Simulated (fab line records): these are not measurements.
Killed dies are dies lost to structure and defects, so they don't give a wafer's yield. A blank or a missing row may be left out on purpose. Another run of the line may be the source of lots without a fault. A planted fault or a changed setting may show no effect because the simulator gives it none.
Which tool was responsible?	flow n5_finfet	Sampling: 14 lots, 41 wafers, 5 of 1938 route steps

WHAT EACH GAUGE READ, for each wafer
N5_BEOL_M4_RC_MEAS_101.
lot	measured	on	DIBL_N (mV/V)	DIBL_P (mV/V)	EOT_P	IGATE_P (nA/um)	IOFF_N (nA/um)	IOFF_N_85C (nA/um)	IOFF_N_LIN (nA/um)	IOFF_N_LONG (nA/um)	IOFF_P (nA/um)	IOFF_P_85C (nA/um)	IOFF_P_LIN (nA/um)	IOFF_P_LONG (nA/um)	ION_N (uA/um)	ION_P (uA/um)	SS_N (mV/dec)	SS_P (mV/dec)	VT_N (mV)	VT_N_LONG (mV)	VT_N_LVT (mV)	VT_P (mV)	VT_P_LONG (mV)	VT_P_LVT (mV)
L256	day 8 12:22	prober-01	34.7 36.7 33.9	33.8 36.3 32.7	10.51 10.50 10.42	0.0038 0.0041 0.0039	0.13 0.16 0.12	2.6 3.1 2.4	0.064 0.076 0.059	5.8e-05 6e-05 5.8e-05	0.20 0.24 0.19	3.5 4.1 3.3	0.102 0.117 0.097	0.000122 0.000122 0.000125	653 672 667	456 469 468	71.5 71.4 71.0	72.0 73.8 72.1	255 249 252	272.7 272.8 274.4	100 97 101	-250 -243 -246	-270.9 -269.7 -268.7	-97 -95 -97
L258	day 8 21:51	prober-01	39.1 36.2 35.8	39.3 36.5 34.4	10.38 10.43 10.37	0.0044 0.0040 0.0037	0.23 0.17 0.16	4.3 3.3 3.1	0.097 0.080 0.070	6.2e-05 6e-05 6e-05	0.27 0.23 0.20	4.5 3.8 3.4	0.121 0.108 0.097	0.000107 0.000121 0.000111	683 688 659	463 468 451	73.2 71.3 71.9	74.2 73.4 73.2	247 248 249	271.6 270.7 273.4	96 97 99	-246 -248 -248	-275.3 -273.3 -273.7	-94 -96 -98
L259	day 9 14:58	prober-02	32.7 37.3 35.7	34.3 40.0 38.5	10.36 10.36 10.40	0.0043 0.0046 0.0044	0.12 0.20 0.16	2.4 3.7 3.1	0.057 0.085 0.072	5.1e-05 5.3e-05 5.2e-05	0.18 0.24 0.24	3.3 4.1 4.0	0.089 0.107 0.106	0.000108 0.000111 0.000108	656 677 663	455 459 461	70.9 72.3 71.7	72.2 74.3 74.3	252 247 253	277.4 273.7 276.5	103 97 101	-249 -249 -247	-272.3 -274.7 -276.6	-101 -98 -98
L262	day 10 03:35	prober-01	36.4 34.6 35.0	36.8 33.4 35.4	10.36 10.42 10.52	0.0046 0.0044 0.0040	0.15 0.11 0.12	3.0 2.4 2.5	0.073 0.057 0.060	5.2e-05 5.1e-05 5.2e-05	0.20 0.16 0.20	3.6 3.0 3.5	0.099 0.086 0.099	9.8e-05 9.1e-05 0.000102	678 653 669	464 452 468	71.5 70.4 71.6	73.5 72.5 72.8	252 255 255	276.5 274.6 274.1	100 104 105	-251 -253 -252	-277.9 -276.8 -273.2	-101 -102 -101
L263	day 10 07:52	prober-02	37.0 36.0 39.7	36.6 35.6 40.1	10.45 10.35 10.41	0.0039 0.0040 0.0037	0.16 0.14 0.21	3.1 2.8 4.0	0.070 0.066 0.093	5.3e-05 5.3e-05 5.3e-05	0.20 0.19 0.26	3.4 3.3 4.3	0.093 0.091 0.112	0.000102 0.000112 0.000103	669 663 700	457 460 473	72.0 71.0 72.0	73.2 72.6 74.0	254 255 246	275.9 275.7 277.7	100 100 94	-252 -251 -249	-278.2 -276.3 -275.2	-101 -100 -96
L264	day 10 06:41	prober-01	34.1 36.0 37.1	32.0 35.3 37.1	10.33 10.49 10.54	0.0048 0.0045 0.0034	0.11 0.13 0.15	2.2 2.6 3.0	0.052 0.061 0.069	5.4e-05 5.2e-05 5.3e-05	0.14 0.16 0.20	2.7 3.0 3.5	0.075 0.081 0.093	9.3e-05 0.000101 9.2e-05	661 658 654	453 450 455	70.8 71.4 72.1	72.9 73.9 74.2	259 255 251	275.6 277.1 277.2	102 102 100	-259 -258 -254	-279.6 -275.2 -279.4	-102 -103 -102
L266	day 11 04:19	prober-02	35.8 38.2 35.3	35.0 37.5 33.7	10.34 10.61 10.37	0.0043 0.0034 0.0050	0.13 0.17 0.13	2.7 3.3 2.6	0.064 0.079 0.062	5.5e-05 5.5e-05 5.6e-05	0.19 0.22 0.18	3.3 3.9 3.2	0.094 0.108 0.091	0.000105 9.8e-05 0.000112	662 672 662	459 463 464	71.5 72.1 71.2	73.2 73.5 72.7	253 249 252	274.7 276.3 275.6	102 98 101	-253 -247 -252	-276.3 -275.1 -276.0	-100 -98 -100
L269	day 11 18:24	prober-01	36.0 36.6 35.9	37.7 39.3 36.9	10.93 10.79 10.85	0.0007 0.0009 0.0007	0.00 0.00 0.00	0.0 0.0 0.0	0.000 0.000 0.000	3.9e-05 3.7e-05 3.9e-05	4.94 5.44 4.25	51.9 56.8 46.3	2.399 2.554 2.092	0.00118 0.001191 0.001157	161 163 157	573 587 561	71.7 71.6 72.3	73.4 74.2 73.5	500 499 504	514.5 512.7 515.1	348 349 355	-161 -159 -166	-200.7 -200.5 -200.4	-12 -11 -15
L270	day 12 12:41	prober-01	34.6 38.4 39.2	36.1 40.2 42.3	10.87 10.97 10.85	0.0006 0.0006 0.0006	0.00 0.00 0.00	0.0 0.0 0.0	0.000 0.000 0.000	3.7e-05 3.7e-05 3.8e-05	4.04 5.73 6.52	42.0 56.5 62.9	1.973 2.500 2.773	0.001098 0.001127 0.001107	145 152 151	566 581 583	70.8 71.7 72.1	72.8 74.7 74.1	516 505 504	519.7 521.0 521.9	361 353 351	-164 -162 -161	-202.2 -202.0 -202.5	-16 -12 -10
L275	day 12 22:44	prober-01	33.0 32.5 35.2	31.1 31.6 35.9	10.32 10.51 10.40	0.0046 0.0044 0.0034	0.10 0.10 0.14	2.0 2.0 2.8	0.048 0.047 0.069	5.6e-05 5.5e-05 5.5e-05	0.15 0.15 0.21	2.6 2.8 3.6	0.076 0.079 0.099	0.00011 0.00011 0.000119	653 643 668	454 447 456	71.0 70.5 71.3	71.9 72.3 73.8	258 259 250	274.7 274.9 275.6	106 106 98	-255 -253 -251	-273.6 -274.9 -274.7	-103 -102 -98
L276	day 13 18:57	prober-02	36.2 33.7 39.4	37.6 33.4 39.8	10.46 10.40 10.44	0.0037 0.0045 0.0036	0.16 0.11 0.22	3.2 2.2 4.1	0.073 0.052 0.093	5.2e-05 5.2e-05 5.3e-05	0.25 0.17 0.28	4.3 3.1 4.8	0.114 0.085 0.124	0.000103 0.000101 0.000115	674 657 694	477 453 471	71.6 71.6 73.2	73.7 72.2 73.9	250 256 243	275.0 277.5 275.8	101 108 97	-247 -254 -246	-275.8 -274.8 -274.7	-98 -104 -97
L277	day 13 21:25	prober-01	36.4 39.7 34.3	36.3 40.5 32.5	10.35 10.63 10.39	0.0044 0.0031 0.0039	0.17 0.26 0.13	3.2 4.6 2.6	0.077 0.112 0.063	6.2e-05 6.1e-05 6.1e-05	0.25 0.34 0.18	4.2 5.4 3.3	0.114 0.143 0.093	0.000128 0.000119 0.000121	678 698 672	473 475 460	72.1 72.2 70.5	73.6 74.3 72.5	251 242 251	269.9 269.2 271.2	96 89 99	-248 -244 -249	-270.4 -270.6 -268.6	-95 -90 -98
L278	day 13 20:39	prober-01	40.1 36.2 37.9	40.6 35.1 37.6	10.33 10.46 10.36	0.0048 0.0041 0.0043	0.25 0.13 0.19	4.7 2.7 3.7	0.104 0.062 0.082	5.8e-05 5.7e-05 5.7e-05	0.31 0.19 0.25	5.0 3.4 4.2	0.130 0.093 0.113	0.000117 0.000108 0.000119	689 651 675	470 453 463	73.0 71.1 71.8	74.3 73.0 73.6	245 255 246	273.8 275.5 274.6	91 102 95	-242 -252 -246	-275.2 -275.0 -274.9	-94 -100 -96
L279	day 14 06:51	prober-02	37.1 34.0	38.2 34.5	10.27 10.40	0.0045 0.0039	0.17 0.12	3.2 2.5	0.075 0.060	4.9e-05 4.9e-05	0.21 0.16	3.7 2.9	0.095 0.078	0.0001 8.6e-05	685 675	470 460	71.1 70.8	74.5 73.5	253 252	277.9 276.1	100 102	-253 -258	-280.8 -279.6	-103 -105

TOOL THAT RAN EACH LOT (tool first, then ch and the chambers of the sampled wafers, then the start)
lot	N5_HKMG_FIN_HK_ANNEAL_02	N5_HKMG_FIN_ETCH_54	N5_HKMG_FIN_WET_ETCH_65	N5_HKMG_FIN_PWFM_ALD_03
L256	rtp_anneal-01 ch 0, day 3 21:21	rie_diel-02 ch 0,1, day 3 22:10	wet_bench-04 ch 0,1,2, day 4 00:10	ald_metal-02 ch 0,1,2, day 4 00:35
L258	rtp_anneal-01 ch 0, day 4 14:22	rie_diel-01 ch 2,3, day 4 15:08	wet_bench-03 ch 0,1,2, day 4 17:07	ald_metal-01 ch 0,2, day 4 17:32
L259	rtp_anneal-02 ch 0, day 4 16:26	rie_diel-05 ch 1,2,3, day 4 17:15	wet_bench-02 ch 1,2,5, day 4 19:14	ald_metal-03 ch 0,2,3, day 4 19:40
L262	rtp_anneal-01 ch 0, day 5 15:02	rie_diel-01 ch 2,3, day 5 16:01	wet_bench-04 ch 1,3,6, day 5 17:59	ald_metal-01 ch 0,1,3, day 5 18:25
L263	rtp_anneal-02 ch 0, day 5 22:47	rie_diel-01 ch 2,3, day 5 23:29	wet_bench-02 ch 3,4,7, day 6 01:28	ald_metal-02 ch 0,2,3, day 6 01:54
L264	rtp_anneal-01 ch 0, day 5 23:03	rie_diel-02 ch 0,3, day 6 00:10	wet_bench-04 ch 0,2,5, day 6 02:10	ald_metal-03 ch 0,2,3, day 6 02:35
L266	rtp_anneal-02 ch 0, day 6 18:26	rie_diel-01 ch 0,2,3, day 6 19:19	wet_bench-03 ch 1,3,4, day 6 21:22	ald_metal-02 ch 0,2, day 6 21:48
L269	rtp_anneal-01 ch 0, day 7 07:14	rie_diel-02 ch 0,1, day 7 08:40	wet_bench-03 ch 1,3,6, day 7 10:39	ald_metal-02 ch 0,3, day 7 11:05
L270	rtp_anneal-02 ch 0, day 7 15:31	rie_diel-01 ch 2,3, day 7 16:51	wet_bench-04 ch 0,1,2, day 7 18:58	ald_metal-03 ch 0,2, day 7 19:23
L275	rtp_anneal-02 ch 0, day 8 18:39	rie_diel-01 ch 0,2, day 8 19:32	wet_bench-04 ch 1,2,3, day 8 21:31	ald_metal-02 ch 1,2,3, day 8 21:56
L276	rtp_anneal-01 ch 0, day 9 00:46	rie_diel-05 ch 0,2, day 9 01:29	wet_bench-04 ch 0,1,5, day 9 03:31	ald_metal-02 ch 0,1,2, day 9 03:56
L277	rtp_anneal-02 ch 0, day 9 07:40	rie_diel-02 ch 2,3, day 9 08:24	wet_bench-04 ch 4,5,6, day 9 10:26	ald_metal-03 ch 0,1,3, day 9 10:51
L278	rtp_anneal-01 ch 0, day 9 11:31	rie_diel-02 ch 1,2, day 9 12:12	wet_bench-03 ch 1,2,3, day 9 14:22	ald_metal-02 ch 0,1, day 9 14:47
L279	rtp_anneal-01 ch 0, day 9 21:53	rie_diel-05 ch 2, day 9 22:44	wet_bench-04 ch 1,2, day 10 00:46	ald_metal-02 ch 0,2, day 10 01:12
- N5_HKMG_FIN_HK_ANNEAL_02: time 30 s.
- N5_HKMG_FIN_ETCH_54: etches SiARC in CF4, target depth 45.5 nm, time 75.8 s.
- N5_HKMG_FIN_WET_ETCH_65: etches a-Si in TMAH, stops on TiN, time 49 s, target depth 3 nm.
- N5_HKMG_FIN_PWFM_ALD_03: deposits TiN, target thk 2 nm, pulse time 1 s, purge time 3 s.

AS READ BY THE TOOLS THEMSELVES (means over the sampled wafers that have a number; for cases with no such wafer, the mark the record gives instead)
N5_HKMG_FIN_HK_ANNEAL_02.
lot	tool	lamp_power_pct (%)	wafer_temp_C_max
L256	rtp_anneal-01	8.81	702.9
L258	rtp_anneal-01	8.77	702.8
L259	rtp_anneal-02	8.77	702.4
L262	rtp_anneal-01	8.80	703.1
L263	rtp_anneal-02	8.85	703.2
L264	rtp_anneal-01	8.76	703.7
L266	rtp_anneal-02	8.79	703.1
L269	rtp_anneal-01	8.72	703.5
L270	rtp_anneal-02	8.77	702.4
L275	rtp_anneal-02	8.75	703.3
L276	rtp_anneal-01	8.78	703.1
L277	rtp_anneal-02	8.73	702.4
L278	rtp_anneal-01	8.78	704.0
L279	rtp_anneal-01	8.79	702.5

N5_HKMG_FIN_ETCH_54.
lot	tool	bias_w (W)	cf4_flow_sccm (sccm)	drypump_motor_current_A (A)	etch_rf_on_time_s (s)	oes_product_au (a.u.)	rf_vpp_V (V)	showerhead_plenum_p_Torr (Torr)	throttle_valve_pct (%)
L256	rie_diel-02	36.00	99.64	5.7	77.3	0.65	183.9	2.08	15.58
L258	rie_diel-01	36.01	99.85	5.7	75.9	0.67	185.6	2.19	15.77
L259	rie_diel-05	35.99	99.77	5.4	76.4	0.61	184.8	2.18	15.73
L262	rie_diel-01	36.02	99.97	5.7	75.7	0.67	184.7	2.16	15.66
L263	rie_diel-01	36.14	100.16	5.7	76.4	0.66	183.6	2.16	15.67
L264	rie_diel-02	36.00	99.84	5.5	73.6	0.71	184.3	2.13	15.81
L266	rie_diel-01	36.07	100.44	5.9	76.6	0.63	183.1	2.13	15.84
L269	rie_diel-02	35.99	100.02	5.7	77.4	0.63	183.2	2.08	15.64
L270	rie_diel-01	36.10	99.87	5.7	75.8	0.65	185.7	2.18	15.83
L275	rie_diel-01	35.94	99.90	6.1	76.3	0.61	183.9	2.09	16.06
L276	rie_diel-05	35.98	100.15	6.2	78.6	0.62	182.5	2.09	15.78
L277	rie_diel-02	36.03	99.70	5.9	76.4	0.73	184.2	2.12	15.63
L278	rie_diel-02	35.92	99.70	5.7	78.9	0.65	183.8	2.13	15.66
L279	rie_diel-05	36.16	99.81	5.9	75.8	0.60	183.4	2.11	15.70

N5_HKMG_FIN_WET_ETCH_65.
lot	tool	bath_guard_temp_C (C)	bath_heat_duty_pct (%)
L256	wet_bench-04	70.1	12.3
L258	wet_bench-03	69.5	13.4
L259	wet_bench-02	69.7	14.0
L262	wet_bench-04	69.9	13.7
L263	wet_bench-02	70.5	12.8
L264	wet_bench-04	70.1	12.1
L266	wet_bench-03	70.0	14.1
L269	wet_bench-03	-	-
L270	wet_bench-04	-	-
L275	wet_bench-04	70.1	12.6
L276	wet_bench-04	70.0	14.1
L277	wet_bench-04	69.6	14.3
L278	wet_bench-03	70.1	12.9
L279	wet_bench-04	70.0	11.2

N5_HKMG_FIN_PWFM_ALD_03.
lot	tool	heater_power_w (W)	precursor_pulse_height_rel
L256	ald_metal-02	990	1.020
L258	ald_metal-01	937	0.992
L259	ald_metal-03	814	1.008
L262	ald_metal-01	857	0.989
L263	ald_metal-02	926	0.999
L264	ald_metal-03	824	1.001
L266	ald_metal-02	983	0.998
L269	ald_metal-02	927	1.012
L270	ald_metal-03	741	1.003
L275	ald_metal-02	929	0.969
L276	ald_metal-02	968	1.003
L277	ald_metal-03	831	1.021
L278	ald_metal-02	1024	1.000
L279	ald_metal-02	968	0.999

THE ANSWER, worked out from the rows above alone
Rule: what is usual is taken from the lots themselves. The widest of any qualifying gaps counts: lots, ordered by their means at a reading, are off when they make up no more than a third of the lots, leave a main group of 4 or more, and stand apart from it by 3 or more times the standard deviation of that group's means. The tables above print the reading to a certain number of digits; a main group whose means all agree to those digits is not used. A lot without any number at a reading at which 4 lots or more have one is off too. Where the step has rows for the other lots, those lots are counted as sound. Order of review: gauges by route order, followed by the tools' own readings, for which a lot's mean as printed above is used. At the first step where some lot is off, the reading lying furthest off is the one used; lots without a number count as furthest.
Off: L269, L270, at N5_BEOL_M4_RC_MEAS_101 (IOFF_P_LIN). For the main group the mean is 0.100 nA/um and the standard deviation 0.011.
If a tool, at a process step before that reading, ran all the lots that are off and no sound lot after the first of them, it fits. Not tried: the gauges at N5_BEOL_M4_RC_MEAS_101; whatever is off there is also off at N5_HKMG_FIN_WET_ETCH_65, on other tools, and gauge error can't account for it. None of those tried fits.

WHAT HAD BEEN PUT IN BY THE SIMULATOR
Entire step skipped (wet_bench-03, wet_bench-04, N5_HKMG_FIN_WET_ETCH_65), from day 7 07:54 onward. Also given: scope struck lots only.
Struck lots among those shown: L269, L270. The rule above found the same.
